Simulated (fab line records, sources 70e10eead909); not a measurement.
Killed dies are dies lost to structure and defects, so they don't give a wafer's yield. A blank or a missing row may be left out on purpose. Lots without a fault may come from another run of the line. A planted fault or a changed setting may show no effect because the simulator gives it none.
Chamber matching | flow nand_harc | NHARC_P_CONTACT_ALD_22 on ald_metal-01: 4 sister chambers
The step deposits TiN, target thk 3 nm, pulse time 1 s, ald cycles 150. 8 wafers are shown with their chamber, then 7 later ones without.

WAFERS WITH THEIR CHAMBER
wafer  | chamber | heater_power_w (W) | precursor_pulse_height_rel
L076.6 | 3       | 1305               | 0.997
L079.6 | 2       | 1187               | 0.961
L082.1 | 0       | 1239               | 0.999
L088.2 | 3       | 1233               | 0.978
L088.4 | 0       | 1233               | 0.996
L088.6 | 1       | 1006               | 0.997
L090.1 | 1       | 1023               | 0.998
L090.4 | 2       | 1158               | 1.000

WAFERS WITHOUT THEIR CHAMBER
wafer  | heater_power_w (W) | precursor_pulse_height_rel
L090.5 | 1011               | 0.961
L092.4 | 1142               | 1.023
L092.5 | 1148               | 0.998
L092.6 | 1029               | 1.011
L093.2 | 1243               | 1.017
L093.3 | 1167               | 1.033
L093.6 | 1227               | 0.991

WHICH CHAMBER EACH WENT THROUGH
wafer  | from the rows above          | in truth
L090.5 | 1                            | 1
L092.4 | can't be placed: 2 or 0 or 1 | 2
L092.5 | can't be placed: 2 or 0      | 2
L092.6 | 1                            | 1
L093.2 | can't be placed: 0 or 3      | 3
L093.3 | can't be placed: 0 or 2 or 3 | 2
L093.6 | can't be placed: 0 or 3 or 2 | 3
Placed correctly: 2 of 7. Can't be placed from these rows: 5 (the true chamber is among the candidates in 5). Placed wrongly: 0.
How it was worked out, from the rows above alone: a wafer's distance from a chamber is the root of the sum, over the readings, of the square of ((its reading less the chamber's mean) divided by the reading's scatter). The wafer belongs to the nearest chamber; if the next one is less than 2 further off, it can't be placed. A chamber's mean is the mean of its shown wafers. The scatter: the root of (the sum of the squares of (reading less its chamber's mean) over the shown wafers, divided by (wafers less chambers)).
